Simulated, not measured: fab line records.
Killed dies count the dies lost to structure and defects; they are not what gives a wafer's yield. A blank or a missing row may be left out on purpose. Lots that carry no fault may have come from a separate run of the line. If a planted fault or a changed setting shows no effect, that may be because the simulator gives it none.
Struck lot and sound lot, side by side | flow n5 finfet | 13 out of 1938 route steps
Sound: the wafers L810.2, L810.4, L810.5. Wafers L812.2, L812.4 were the ones struck. The cause is named last.
For every step that has rows: the tool of each side, followed by ch and its chambers, followed by its first start. Under that, the readings that differ: sound wafers | struck wafers | difference of the means | sigmas: that difference in standard deviations of wafers without a fault.
alike: same words and numbers on both sides, and readings whose means sit less than 2 such deviations apart. not compared: any withheld reading, any reading some wafer has no value for, any bound like >300 that may hide the same value, and any number with overlapping values for which the record gives no deviation.
The two part at a step that has a row with sigmas, a row that says differs or no value, or rows on one side only. Numbers that don't overlap but have no deviation are shown without sigmas and don't part them. Lack of a reading on every wafer of one side parts them only where that side has two or more wafers.

first, 2 steps without rows for these wafers: N5_BEOL_M9_PRECLEAN_42 (cleans in residue remover, time 60 s); N5_BEOL_M9_SRD_43 (time 30 s).
N5_BEOL_M9_CD_MEAS_35: target cd 70 nm, target cd y 40 nm.
  sound: cd sem-01 at day 12 19:36; struck: cd sem-01 at day 14 08:59
  alike: cd nm
N5_BEOL_M9_CURE_72: cures SiCOH lowk, time 120 s.
  sound on uv cure-01 ch 1, day 12 19:52; struck on uv cure-01 ch 1, day 14 09:04
  alike: lamp power pct, wafer_temp_C_max
N5_BEOL_M9_DEGAS_44: time 60 s.
  sound: pvd sputter-03 at day 12 20:16; struck: pvd sputter-03 at day 14 09:48
  alike: heater power w
N5_BEOL_M9_PRE_CLEAN_45: time 30 s.
  sound: pvd sputter-03 at day 12 20:19; struck: pvd sputter-03 at day 14 09:50
  alike: heater power w
N5_BEOL_M9_ALD_74: deposits TaN, target thk 2 nm, pulse time 2 s, purge time 3 s.
  sound on ald metal-03 ch 0,1, day 12 20:22; struck on ald metal-02 ch 0,3, day 14 09:54
  alike: heater power w
  not compared: since wet clean h
then, 4 steps without rows for these wafers: N5_BEOL_M9_SURFACE_TREAT_79; N5_BEOL_M9_CVD_78 (deposits Co from CCTBA/H2, target thk 2 nm, time 138.9 s); N5_BEOL_M9_SPUTTER_48 (material Cu, target thk 12 nm, time 2 s); N5_BEOL_M9_ECD_50 (material Cu, target thk 318 nm).
N5_BEOL_M9_ANNEAL_51: time 90 s.
  sound on rtp anneal-02 ch 0, day 13 00:55; struck on rtp anneal-01 ch 0, day 14 11:07
  alike: wafer_temp_C_max
N5_BEOL_M9_CMP_52: polishes, stops on SiCOH lowk, t overpolish 7 s, target thk 140 nm.
  sound on cmp-01 ch 0,1, day 13 01:10; struck on cmp-01 ch 0,2, day 14 11:23
  reading                      | sound          | struck    | difference | sigmas
  barrier field endpoint s (s) | 27.9 28.3 28.8 | 15.7 16.2 | -12.4      | -17
  time to endpoint s (s)       | 64 62 62       | 32 34     | -30        | -9
  alike: motor current A, overpolish run s, slurry filter dp kPa

WHERE THEY PART
Only at N5_BEOL_M9_CMP_52, as far as this record shows.

WHY: the cause the simulator had injected
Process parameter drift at N5_BEOL_M9_CMP_52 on cmp-01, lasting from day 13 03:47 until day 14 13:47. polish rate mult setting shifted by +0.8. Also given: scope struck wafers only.
